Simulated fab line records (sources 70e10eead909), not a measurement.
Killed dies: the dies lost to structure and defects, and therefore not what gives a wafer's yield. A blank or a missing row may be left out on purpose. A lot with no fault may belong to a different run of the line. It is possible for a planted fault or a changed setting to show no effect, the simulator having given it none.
Which tool was responsible? | flow nandHarc | 33 wafers from 11 lots sampled at 5 of the route's 1159 steps

== WHAT THE GAUGES READ, wafer by wafer ==
NHARC_END_SORT_01.
lot  | measured     | on        | killedShort
L489 | day 20 00:38 | prober-01 | 3 1 1
L492 | day 20 17:52 | prober-01 | 0 2 0
L496 | day 22 11:37 | prober-02 | 1 1 0
L503 | day 24 03:14 | prober-02 | 6 3 2
L506 | day 24 14:22 | prober-01 | 1 2 2
L508 | day 24 18:49 | prober-02 | 2 0 1

== EACH LOT AND THE TOOL THAT RAN IT (in order: tool; ch and the chambers of the sampled wafers; start) ==
lot  | NHARC_A_M1_PRE_CLEAN_32         | NHARC_A_BONDPAD_ETCH_34           | NHARC_A_BONDPAD_STRIP_15          | NHARC_A_BONDPAD_ANNEAL_28
L487 | pecvd-02 ch 1,2, day 18 04:38   | rieDiel-01 ch 0,1,2, day 18 06:48 | rieDiel-09 ch 0,1,3, day 18 07:08 | rtpAnneal-01 ch 0, day 18 08:23
L489 | pecvd-02 ch 0,1, day 18 13:43   | rieDiel-05 ch 0,1,2, day 18 15:53 | rieDiel-05 ch 2,3, day 18 16:13   | rtpAnneal-02 ch 0, day 18 17:32
L492 | pecvd-04 ch 0,1,2, day 19 08:07 | rieDiel-01 ch 1,2,3, day 19 10:28 | rieDiel-01 ch 0,2,3, day 19 10:48 | rtpAnneal-02 ch 0, day 19 12:11
L493 | pecvd-01 ch 1,2, day 19 14:49   | rieDiel-01 ch 0,1,2, day 19 16:57 | rieDiel-01 ch 1,2,3, day 19 17:17 | rtpAnneal-01 ch 0, day 19 19:02
L494 | pecvd-02 ch 0,2, day 19 20:33   | rieDiel-01 ch 2,3, day 19 22:44   | rieDiel-01 ch 0,1, day 19 23:03   | rtpAnneal-01 ch 0, day 20 00:23
L496 | pecvd-01 ch 0,1,2, day 21 00:15 | rieDiel-05 ch 0,1, day 21 02:25   | rieDiel-05 ch 2,3, day 21 02:43   | rtpAnneal-01 ch 0, day 21 04:09
L503 | pecvd-04 ch 0,1, day 22 16:25   | rieDiel-09 ch 0,1,2, day 22 19:03 | rieDiel-01 ch 1,2,3, day 22 19:25 | rtpAnneal-02 ch 0, day 22 21:02
L506 | pecvd-01 ch 0,2, day 23 03:14   | rieDiel-05 ch 1,2,3, day 23 05:41 | rieDiel-05 ch 1,2,3, day 23 06:02 | rtpAnneal-01 ch 0, day 23 07:26
L508 | pecvd-01 ch 0,1, day 23 07:09   | rieDiel-01 ch 1,2,3, day 23 09:19 | rieDiel-05 ch 1,2,3, day 23 09:40 | rtpAnneal-01 ch 0, day 23 10:59
L509 | pecvd-02 ch 0,1, day 23 17:37   | rieDiel-05 ch 0,1, day 23 19:47   | rieDiel-05 ch 0,3, day 23 20:07   | rtpAnneal-01 ch 0, day 23 21:28
L510 | pecvd-01 ch 0,1,2, day 23 18:15 | rieDiel-01 ch 1,3, day 23 20:17   | rieDiel-05 ch 0,1,3, day 23 20:37 | rtpAnneal-02 ch 0, day 23 21:57
- NHARC_A_M1_PRE_CLEAN_32: time 12 s.
- NHARC_A_BONDPAD_ETCH_34: etches the open film in N2/H2, target depth 60 nm, overetch 18 nm, time 65.91 s.
- NHARC_A_BONDPAD_STRIP_15: strips in O2.
- NHARC_A_BONDPAD_ANNEAL_28: time 90 s.

== THE ANSWER, worked out from the rows above alone ==
Rule: the lots themselves supply what counts as usual. The widest of any qualifying gaps counts: lots, ordered by their means at a reading, are off when they make up no more than a third of the lots, leave a main group of 4 or more, and stand apart from it by 3 or more times the standard deviation of that group's means. A main group whose means are all the same, to the digits that the tables above print for the reading, isn't used. A lot without any number at a reading at which 4 lots or more have one is off too. Any other lot the step has rows for is counted as sound.
Off: L503 (NHARC_END_SORT_01, killedShort). The main group has a mean of 1.1 with a standard deviation of 0.45. Neither off nor sound, because the step has no rows for them: L487, L493, L494, L509, L510.
A tool fits if, at a process step before that reading, it ran every lot that is off, and no sound lot after the first of them. The gauges at NHARC_END_SORT_01 are tried like those tools. Can't be told from this: 4 tools fit, pecvd-04 at NHARC_A_M1_PRE_CLEAN_32, rieDiel-09 at NHARC_A_BONDPAD_ETCH_34, rieDiel-01 at NHARC_A_BONDPAD_STRIP_15, rtpAnneal-02 at NHARC_A_BONDPAD_ANNEAL_28.

== WHAT THE SIMULATOR PUT IN ==
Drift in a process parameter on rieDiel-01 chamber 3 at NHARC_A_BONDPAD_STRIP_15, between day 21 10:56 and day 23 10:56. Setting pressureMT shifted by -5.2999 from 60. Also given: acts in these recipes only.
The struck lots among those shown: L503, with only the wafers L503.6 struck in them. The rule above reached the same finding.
